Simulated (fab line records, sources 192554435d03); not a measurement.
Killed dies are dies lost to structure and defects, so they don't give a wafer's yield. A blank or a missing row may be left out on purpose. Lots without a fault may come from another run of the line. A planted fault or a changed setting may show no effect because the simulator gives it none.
Which tool did it? | flow n5_finfet | 24 lots, 72 wafers sampled, at 6 steps of a route of 1938

WHAT THE GAUGES READ, wafer by wafer
N5_BEOL_M12_CD_MEAS_17: target cd 140 nm.
lot  | measured     | on        | cd_nm (nm)
L074 | day 10 21:55 | cd_sem-02 | 138.8 142.3 139.0
L075 | day 11 13:46 | cd_sem-01 | 143.6 142.0 139.9
L077 | day 11 18:32 | cd_sem-03 | 142.4 142.1 139.5
L076 | day 12 08:08 | cd_sem-01 | 140.4 143.3 144.1
L079 | day 12 09:55 | cd_sem-01 | 136.9 145.2 139.1
L081 | day 12 12:55 | cd_sem-03 | 142.8 139.5 140.9
L080 | day 12 13:06 | cd_sem-03 | 138.6 140.5 140.7
L082 | day 13 02:10 | cd_sem-01 | 142.1 140.0 140.6
L078 | day 13 11:12 | cd_sem-02 | 137.8 140.8 138.8
L083 | day 13 14:17 | cd_sem-03 | 144.2 141.2 143.1
L084 | day 13 20:02 | cd_sem-02 | 140.3 138.0 138.6
L085 | day 14 12:18 | cd_sem-01 | 145.5 143.8 142.6
L086 | day 14 14:11 | cd_sem-02 | 140.6 139.0 140.0
L088 | day 15 00:47 | cd_sem-01 | 142.4 141.4 144.7
L087 | day 15 08:04 | cd_sem-02 | 143.5 139.8 146.0
L090 | day 15 19:19 | cd_sem-02 | 142.7 137.4 145.7
L089 | day 16 01:37 | cd_sem-03 | 146.1 140.1 141.2
L091 | day 16 04:16 | cd_sem-02 | 143.0 144.5 142.9
L092 | day 16 13:59 | cd_sem-02 | 142.7 141.9 138.8
L095 | day 16 18:30 | cd_sem-02 | 141.0 141.2 140.0
L094 | day 16 19:07 | cd_sem-03 | 136.7 137.3 138.2
L093 | day 16 20:58 | cd_sem-03 | 136.8 140.4 139.3
L096 | day 17 03:45 | cd_sem-01 | 141.5 142.3 143.9
L097 | day 17 07:28 | cd_sem-01 | 138.1 140.3 139.3

N5_BEOL_M13_OVL_MEAS_29.
lot  | measured     | on         | M13_OVL (nm)
L074 | day 11 09:50 | overlay-02 | 7 8 4
L075 | day 11 19:37 | overlay-01 | 5 -4 -3
L077 | day 12 04:44 | overlay-01 | 0 -7 2
L076 | day 12 14:54 | overlay-01 | -3 4 3
L079 | day 12 18:58 | overlay-01 | -1 1 -2
L081 | day 12 19:30 | overlay-01 | 3 -5 -11
L080 | day 12 19:04 | overlay-01 | 4 5 2
L082 | day 13 10:41 | overlay-01 | 2 7 1
L078 | day 13 16:44 | overlay-02 | 12 10 14
L083 | day 13 19:54 | overlay-01 | 4 -2 -5
L084 | day 14 01:38 | overlay-01 | 6 3 6
L085 | day 14 22:32 | overlay-02 | 3 -3 -9
L086 | day 14 22:46 | overlay-01 | -3 -4 -5
L088 | day 15 06:50 | overlay-01 | -8 5 -4
L087 | day 15 13:53 | overlay-01 | -2 -11 -3
L090 | day 16 03:02 | overlay-02 | 0 -7 -6
L089 | day 16 08:35 | overlay-01 | -3 0 0
L091 | day 16 10:16 | overlay-02 | -11 -3 2
L092 | day 16 19:45 | overlay-02 | 1 0 -8
L095 | day 17 03:10 | overlay-02 | -6 0 -1
L094 | day 17 03:52 | overlay-01 | -7 -8 -7
L093 | day 17 06:44 | overlay-01 | 12 2 3
L096 | day 17 13:25 | overlay-02 | 6 8 -1
L097 | day 17 14:50 | overlay-01 | 5 -4 -1

N5_BEOL_M13_INSPECT_55: inspects for defects (darkfield).
lot  | measured     | on                | raw_defect_count
L074 | day 11 17:12 | defect_inspect-02 | 127 92 65
L075 | day 12 00:32 | defect_inspect-01 | 87 59 73
L077 | day 12 07:30 | defect_inspect-01 | 92 89 73
L076 | day 12 17:31 | defect_inspect-01 | 95 93 143
L079 | day 12 23:01 | defect_inspect-01 | 75 74 82
L081 | day 13 00:41 | defect_inspect-02 | 75 55 27
L080 | day 13 00:08 | defect_inspect-02 | 45 63 45
L082 | day 13 15:40 | defect_inspect-01 | 34 51 66
L078 | day 13 23:56 | defect_inspect-01 | 74 77 121
L083 | day 14 00:16 | defect_inspect-01 | 66 86 99
L084 | day 14 11:17 | defect_inspect-02 | 94 84 92
L085 | day 15 01:40 | defect_inspect-02 | 68 79 80
L086 | day 15 02:10 | defect_inspect-01 | 64 80 45
L088 | day 15 09:13 | defect_inspect-01 | 55 78 91
L087 | day 15 16:32 | defect_inspect-01 | 34 38 47
L090 | day 16 06:37 | defect_inspect-02 | 67 75 92
L089 | day 16 12:16 | defect_inspect-01 | 40 61 57
L091 | day 16 13:38 | defect_inspect-02 | 60 65 63
L092 | day 17 01:59 | defect_inspect-01 | 41 72 34
L095 | day 17 06:41 | defect_inspect-01 | 47 66 59
L094 | day 17 07:03 | defect_inspect-02 | 89 81 62
L093 | day 17 10:50 | defect_inspect-02 | 94 70 76
L096 | day 17 17:22 | defect_inspect-02 | 88 112 52
L097 | day 17 17:44 | defect_inspect-01 | 66 53 71

WHICH TOOL RAN EACH LOT (tool, then ch and the chambers of the sampled wafers, then the start)
lot  | N5_BEOL_M12_DEGAS_41         | N5_BEOL_M13_DEGAS_41         | N5_BEOL_M13_DEP_53
L074 | pvd_sputter-02, day 11 06:46 | pvd_sputter-02, day 11 15:56 | pecvd-04 ch 0,1, day 11 17:07
L075 | pvd_sputter-03, day 11 16:37 | pvd_sputter-03, day 11 23:16 | pecvd-02 ch 0,1,2, day 12 00:26
L077 | pvd_sputter-02, day 12 01:34 | pvd_sputter-01, day 12 06:06 | pecvd-02 ch 0,1,2, day 12 07:25
L076 | pvd_sputter-02, day 12 11:20 | pvd_sputter-02, day 12 16:14 | pecvd-02 ch 0,1,2, day 12 17:26
L079 | pvd_sputter-03, day 12 15:57 | pvd_sputter-03, day 12 21:38 | pecvd-03 ch 1,2, day 12 22:55
L081 | pvd_sputter-02, day 12 16:38 | pvd_sputter-01, day 12 23:15 | pecvd-02 ch 0,1,2, day 13 00:35
L080 | pvd_sputter-03, day 12 16:16 | pvd_sputter-02, day 12 22:46 | pecvd-03 ch 0,1,2, day 13 00:02
L082 | pvd_sputter-02, day 13 07:53 | pvd_sputter-03, day 13 14:11 | pecvd-02 ch 0,2, day 13 15:33
L078 | pvd_sputter-03, day 13 13:40 | pvd_sputter-01, day 13 21:45 | pecvd-03 ch 0,1, day 13 23:50
L083 | pvd_sputter-02, day 13 16:23 | pvd_sputter-01, day 13 22:11 | pecvd-04 ch 0,1,2, day 14 00:12
L084 | pvd_sputter-03, day 13 21:39 | pvd_sputter-03, day 14 06:48 | pecvd-04 ch 1,2, day 14 11:11
L085 | pvd_sputter-03, day 14 19:41 | pvd_sputter-02, day 15 00:24 | pecvd-04 ch 0,1, day 15 01:34
L086 | pvd_sputter-01, day 14 19:49 | pvd_sputter-02, day 15 00:54 | pecvd-03 ch 1,2, day 15 02:04
L088 | pvd_sputter-02, day 15 03:50 | pvd_sputter-03, day 15 07:56 | pecvd-03 ch 0,1,2, day 15 09:07
L087 | pvd_sputter-03, day 15 11:05 | pvd_sputter-01, day 15 14:53 | pecvd-04 ch 0,1,2, day 15 16:26
L090 | pvd_sputter-03, day 15 23:38 | pvd_sputter-01, day 16 04:56 | pecvd-02 ch 0,1,2, day 16 06:32
L089 | pvd_sputter-01, day 16 05:15 | pvd_sputter-01, day 16 10:57 | pecvd-03 ch 0,1,2, day 16 12:11
L091 | pvd_sputter-02, day 16 06:59 | pvd_sputter-03, day 16 12:19 | pecvd-03 ch 1,2, day 16 13:32
L092 | pvd_sputter-02, day 16 15:43 | pvd_sputter-02, day 17 00:20 | pecvd-04 ch 0,2, day 17 01:53
L095 | pvd_sputter-03, day 17 00:16 | pvd_sputter-02, day 17 05:23 | pecvd-04 ch 0,2, day 17 06:35
L094 | pvd_sputter-02, day 17 00:44 | pvd_sputter-02, day 17 05:47 | pecvd-03 ch 1,2, day 17 06:58
L093 | pvd_sputter-03, day 17 03:51 | pvd_sputter-02, day 17 09:34 | pecvd-03 ch 0,1,2, day 17 10:44
L096 | pvd_sputter-03, day 17 10:26 | pvd_sputter-02, day 17 16:03 | pecvd-04 ch 0,2, day 17 17:16
L097 | pvd_sputter-01, day 17 12:06 | pvd_sputter-02, day 17 16:27 | pecvd-04 ch 0,2, day 17 17:38
- N5_BEOL_M12_DEGAS_41: time 60 s.
- N5_BEOL_M13_DEGAS_41: time 60 s.
- N5_BEOL_M13_DEP_53: deposits SiCN from 3MS/NH3, target thk 50 nm, time 17.8 s.

WHAT THE TOOLS THEMSELVES READ (means of the sampled wafers that have a number; where no wafer has one, the mark that the record gives instead)
N5_BEOL_M12_DEGAS_41.
lot  | tool           | heater_power_w (W)
L074 | pvd_sputter-02 | 340
L075 | pvd_sputter-03 | 323
L077 | pvd_sputter-02 | 328
L076 | pvd_sputter-02 | 357
L079 | pvd_sputter-03 | 349
L081 | pvd_sputter-02 | 336
L080 | pvd_sputter-03 | 345
L082 | pvd_sputter-02 | 351
L078 | pvd_sputter-03 | 318
L083 | pvd_sputter-02 | 341
L084 | pvd_sputter-03 | 338
L085 | pvd_sputter-03 | 339
L086 | pvd_sputter-01 | 318
L088 | pvd_sputter-02 | 354
L087 | pvd_sputter-03 | 322
L090 | pvd_sputter-03 | 313
L089 | pvd_sputter-01 | 319
L091 | pvd_sputter-02 | 357
L092 | pvd_sputter-02 | 343
L095 | pvd_sputter-03 | 343
L094 | pvd_sputter-02 | 329
L093 | pvd_sputter-03 | 329
L096 | pvd_sputter-03 | 327
L097 | pvd_sputter-01 | 308

N5_BEOL_M13_DEGAS_41.
lot  | tool           | heater_power_w (W)
L074 | pvd_sputter-02 | 355
L075 | pvd_sputter-03 | 326
L077 | pvd_sputter-01 | 314
L076 | pvd_sputter-02 | 335
L079 | pvd_sputter-03 | 337
L081 | pvd_sputter-01 | 306
L080 | pvd_sputter-02 | 343
L082 | pvd_sputter-03 | 329
L078 | pvd_sputter-01 | 310
L083 | pvd_sputter-01 | 305
L084 | pvd_sputter-03 | 331
L085 | pvd_sputter-02 | 335
L086 | pvd_sputter-02 | 333
L088 | pvd_sputter-03 | 338
L087 | pvd_sputter-01 | 305
L090 | pvd_sputter-01 | 307
L089 | pvd_sputter-01 | 304
L091 | pvd_sputter-03 | 340
L092 | pvd_sputter-02 | 332
L095 | pvd_sputter-02 | 334
L094 | pvd_sputter-02 | 333
L093 | pvd_sputter-02 | 348
L096 | pvd_sputter-02 | 334
L097 | pvd_sputter-02 | 350

N5_BEOL_M13_DEP_53.
lot  | tool     | showerhead_plenum_p_Torr (Torr) | throttle_valve_pct (%)
L074 | pecvd-04 | 4.180                           | 18.7
L075 | pecvd-02 | 4.176                           | 17.8
L077 | pecvd-02 | 4.180                           | 18.0
L076 | pecvd-02 | 4.174                           | 18.0
L079 | pecvd-03 | 4.123                           | 18.3
L081 | pecvd-02 | 4.174                           | 17.8
L080 | pecvd-03 | 4.142                           | 18.0
L082 | pecvd-02 | 4.170                           | 18.1
L078 | pecvd-03 | 4.152                           | 18.3
L083 | pecvd-04 | 4.181                           | 18.3
L084 | pecvd-04 | 4.183                           | 18.3
L085 | pecvd-04 | 4.174                           | 18.7
L086 | pecvd-03 | 4.136                           | 17.9
L088 | pecvd-03 | 4.136                           | 18.1
L087 | pecvd-04 | 4.174                           | 18.3
L090 | pecvd-02 | 4.175                           | 17.9
L089 | pecvd-03 | 4.143                           | 18.1
L091 | pecvd-03 | 4.129                           | 18.3
L092 | pecvd-04 | 4.176                           | 17.8
L095 | pecvd-04 | 4.174                           | 17.8
L094 | pecvd-03 | 4.145                           | 18.0
L093 | pecvd-03 | 4.143                           | 18.2
L096 | pecvd-04 | 4.168                           | 17.9
L097 | pecvd-04 | 4.184                           | 18.0

THE ANSWER, worked out from the rows above alone
Rule: what is usual is taken from the lots themselves. Put in order of their means at a reading, lots are off if they are a third of the lots or fewer, leave a main group of 4 or more, and stand apart from it by a gap of 3 or more times the standard deviation of the main group's means; of several such gaps the widest counts. A main group whose means are all the same, to the digits that the tables above print for the reading, isn't used. A lot without any number at a reading at which 4 lots or more have one is off too. The other lots that the step has rows for count as sound. The gauges are gone through in route order, then the tools' own readings, and for those a lot's mean is taken as printed above. The first step at which some lot is off is used, and at that step the reading that is off furthest; a lot without a number counts as furthest.
No lot is off at any reading shown: from this, nothing can be told.

WHAT THE SIMULATOR HAD PUT IN
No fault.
